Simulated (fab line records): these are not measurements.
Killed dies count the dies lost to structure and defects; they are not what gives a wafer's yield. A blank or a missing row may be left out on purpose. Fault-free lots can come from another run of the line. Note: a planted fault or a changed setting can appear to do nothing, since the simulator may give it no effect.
Chamber matching ; flow n5 finfet ; 4 sister chambers for N5_MOL_CONTACT_COAG_DESCUM_13 on rie diel-04
The step chemistry O2, time 7 s. 24 wafers are shown with their chamber, then 12 later ones without.

WAFERS WITH THEIR CHAMBER
wafer;chamber;drypump motor current A (A);showerhead plenum p Torr (Torr);oes product au (a.u.)
L075.1;1;4.8;2.07;0.71
L075.2;2;5.6;2.15;0.70
L075.4;3;5.4;2.14;0.85
L076.4;0;5.5;2.14;0.98
L076.5;0;5.5;2.14;0.98
L076.6;1;4.7;2.07;0.70
L079.4;1;4.8;2.06;0.70
L079.5;3;5.4;2.13;0.83
L079.6;0;5.5;2.14;0.95
L082.2;3;5.4;2.13;0.83
L082.3;2;5.6;2.15;0.98
L082.6;2;5.6;2.15;0.98
L084.1;2;5.6;2.15;0.96
L084.2;1;4.7;2.06;0.70
L084.4;3;5.4;2.13;0.82
L085.1;2;5.7;2.15;0.95
L085.2;1;4.8;2.06;0.70
L085.4;3;5.4;2.13;0.81
L086.1;3;5.4;2.13;0.82
L086.3;0;5.5;2.13;0.92
L086.4;1;4.7;2.06;0.70
L089.1;1;4.7;2.06;0.69
L089.4;0;5.5;2.13;0.91
L089.6;0;5.5;2.13;0.90

SIGNATURES (averages over the wafers above)
reading;chamber 0;chamber 1;chamber 2;chamber 3;scatter within a chamber
drypump motor current A;5.500;4.743;5.620;5.400;0.0355
showerhead plenum p Torr;2.1350;2.0629;2.1500;2.1317;0.00434
oes product au;0.9400;0.7000;0.9140;0.8267;0.0571
Rule: for a wafer and a chamber, the distance is found by dividing, reading by reading, the gap between the wafer's reading and the chamber's mean by the reading's scatter, squaring, summing and taking the root. The wafer belongs to the nearest chamber; if the next one is less than 2 further off, it can't be placed. The scatter is the square root of a quotient: the sum, over the shown wafers, of each reading's squared deviation from its chamber's mean, divided by wafers minus chambers.

WAFERS WITH NO CHAMBER GIVEN
wafer;drypump motor current A (A);showerhead plenum p Torr (Torr);oes product au (a.u.)
L093.1;5.7;2.14;0.91
L093.4;5.5;2.13;0.89
L093.6;4.7;2.05;0.68
L095.2;5.7;2.14;0.90
L095.3;5.5;2.13;0.89
L095.6;4.8;2.05;0.68
L096.1;5.7;2.14;0.90
L096.3;4.7;2.05;0.68
L096.5;4.7;2.05;0.68
L097.3;5.6;2.14;0.90
L097.4;5.5;2.12;0.88
L097.6;5.5;2.12;0.87

CHAMBER TAKEN BY EACH
wafer;from the rows above;in truth
L093.1;2;2
L093.4;can't be placed: 0 or 3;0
L093.6;1;1
L095.2;2;2
L095.3;can't be placed: 0 or 3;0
L095.6;1;1
L096.1;2;2
L096.3;1;1
L096.5;1;1
L097.3;can't be placed: 2 or 0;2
L097.4;can't be placed: 0 or 3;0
L097.6;can't be placed: 0 or 3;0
7 of 12 placed correctly. Unplaceable from these rows: 5, with the true chamber sitting among the candidates in 5. Placed wrongly: 0.
